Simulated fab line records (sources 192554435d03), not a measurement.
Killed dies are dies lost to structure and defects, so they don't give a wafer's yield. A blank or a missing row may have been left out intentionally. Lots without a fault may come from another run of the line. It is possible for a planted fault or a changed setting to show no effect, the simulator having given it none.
A lot that was struck, set against a sound lot	flow n5Finfet	20 out of 1938 route steps
Sound: wafers L415.1, L415.4, L415.5. Wafers L424.2, L424.5, L424.6 were the ones struck. The cause is given at the end.
At each step with rows: each side's tool, then ch and its chambers, then its first start. Under that, the readings that differ: sound wafers	struck wafers	difference of the means	sigmas: that difference in standard deviations of wafers without a fault.
alike: words and numbers the same on both sides, and readings whose means are apart by under 2 such deviations; not compared: readings that were withheld, readings missing a value for some wafer, numbers with overlapping values and no deviation given by the record, and bounds like >300 which may hide the same value.
The two part at a step that has a row with sigmas, a row that says differs or no value, or rows on one side only. Numbers that have no deviation but don't overlap get no sigmas and don't part them. A reading that every wafer of one side lacks parts them only if that side has two wafers or more.

first, 2 steps without rows for these wafers: N5_FIN_SAQP_ETCH_67 (etches SiNx in CH3F/O2, target depth 30 nm); N5_FIN_SAQP_STRIP_70 (strips in N2/H2).
N5_FIN_SAQP_RECESS_71: chemistry HF/NH3, target SiO2, target depth 3 nm, afs cycles 1, sublimation time 60 s.
  sound on vaporEtch-02 ch 0,1, day 3 19:44; struck on vaporEtch-01 ch 0,1, day 6 01:31
  alike: drypumpMotorCurrentA
N5_FIN_SAQP_SPACER2_ALD_28: deposits SiO2, target thk 8.1 nm, pulse time 1 s, purge time 2 s.
  sound on aldSin-04 ch 0,2,3, day 3 19:53; struck on aldSin-04 ch 0,1,3, day 6 01:39
  alike: chamberPressureTorr, heaterPowerW, precursorPulseHeightRel
  not compared: sinceWetCleanH
N5_FIN_SAQP_SPACER2_ETCHBACK_29: etches SiO2 in CHF3/O2, target depth 12.2 nm, time 6.1 s.
  sound on rieDiel-01 ch 0,2,3, day 3 20:13; struck on rieDiel-05 ch 0,1,3, day 6 02:06
  alike: drypumpMotorCurrentA, oesProductAu, rfFwdPowerW, rfVppV, showerheadPlenumPTorr, throttleValvePct
  not compared: rfHoursCounterH
then, 1 step without rows for these wafers: N5_FIN_SAQP_MANDREL2_REMOVE_60 (chemistry HBr/Cl2/O2, target a-Si, stops on SiNx, bt time 10 s).
N5_FIN_SAQP_CD_MEAS_31: target cd 8 nm.
  sound on cdSem-03 ch 0, day 3 20:24; struck on cdSem-01 ch 0, day 6 02:17
  alike: cdNm
N5_FIN_SAQP_HM_OPEN_33: chemistry CH3F/O2, target SiNx, target depth 49.4 nm, time 70.6 s.
  sound on rieDiel-05 ch 0,2,3, day 3 20:37; struck on rieDiel-03 ch 0,3, day 6 02:34
  alike: drypumpMotorCurrentA, etchRfOnTimeS, oesProductAu, rfFwdPowerW, rfVppV, showerheadPlenumPTorr, throttleValvePct
  not compared: rfHoursCounterH
then, 1 step without rows for these wafers: N5_FIN_SAQP_ETCH_34 (etches SiO2 in C4F6/O2, target depth 45 nm, time 15 s).
N5_FIN_SAQP_STRIP_77: strips in N2/H2, time 90 s.
  sound on rieDiel-05 ch 0,2,3, day 3 20:43; struck on rieDiel-03 ch 0,3, day 6 02:40
  alike: drypumpMotorCurrentA, oesProductAu, rfVppV, showerheadPlenumPTorr, throttleValvePct
  not compared: rfHoursCounterH
N5_FIN_SAQP_HM_CD_35: target cd 8 nm.
  sound on cdSem-02, day 3 20:50; struck on cdSem-02, day 6 02:47
  alike: cdNm
then, 1 step without rows for these wafers: N5_FIN_SAQP_ETCH_64 (etches SiO2 in CF4, target depth 1.5 nm).
N5_FIN_SAQP_FIN_ETCH_36: etches the open film in HBr/Cl2/O2, target depth 120 nm, time 50.4 s.
  sound on rieSi-06 ch 1,2, day 3 20:54; struck on rieSi-06 ch 0,1, day 6 02:51
reading	sound	struck	difference	sigmas
oes_o_777_au (a.u.)	0.97 0.97 0.96	1.42 1.48 1.41	+0.47	+12
oesProductAu (a.u.)	0.989 0.982 0.990	1.036 1.073 1.038	+0.062	+4
rfFwdPowerW (W)	797.8 800.1 800.4	940.9 940.3 942.3	+141.7	+52
model.etch.depthNm (nm)	119.3 119 118.9	127.9 131.1 128.6	+10.1	
model.FIN_SAQP.featureDepthNm (nm)	119.2 119 119	128 131 128.6	+10	
  alike: drypumpMotorCurrentA, throttleValvePct
  not compared: rfHoursCounterH
N5_FIN_SAQP_CD_MEAS_37: target cd 8 nm.
  sound on cdSem-03, day 3 21:01; struck on cdSem-02, day 6 02:58
  alike: cdNm
then, 3 steps without rows for these wafers: N5_FIN_SAQP_PRECLEAN_38 (cleans in O3/DIW, time 45 s); N5_FIN_SAQP_PRECLEAN_45 (cleans in dHF, time 10 s); N5_FIN_SAQP_SRD_39 (time 30 s).
N5_FIN_SAQP_OCD_MEAS_76:
  sound on ocd-01, day 3 21:10; struck on ocd-01, day 6 03:07
reading	sound	struck	difference	sigmas
trenchDepthNm (nm)	119.1 119.2 118.8	128.4 130.7 128.3	+10.1	+6
N5_FIN_SAQP_INSPECT_40: inspects for defects (brightfield).
  sound on defectInspect-01, day 3 21:11; struck on defectInspect-02, day 6 03:08
  alike: rawDefectCount
-- a jump in the record: the struck wafers' starts before and after are 6 days apart (it breaks off in module FIN_SAQP and resumes in module BEOL_M4, where the first step shown is number 1111 of the route) --
N5_BEOL_M4_RC_MEAS_101:
  sound on prober-01 ch 0, day 9 21:21; struck on prober-02 ch 0, day 11 17:14
reading	sound	struck	difference	sigmas
VT_P (mV)	-251 -253 -253	-247 -244 -245	+7	+2
  alike: DIBL_N, DIBL_P, IOFF_N, IOFF_P, ION_N, ION_P, SS_N, SS_P, VT_N

## WHERE THEY PART
At N5_FIN_SAQP_FIN_ETCH_36 first; at N5_BEOL_M4_RC_MEAS_101 last (within this record only).

WHY: the cause the simulator had injected
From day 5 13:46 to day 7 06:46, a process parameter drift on rieSi-06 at N5_FIN_SAQP_FIN_ETCH_36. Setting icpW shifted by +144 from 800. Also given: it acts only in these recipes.
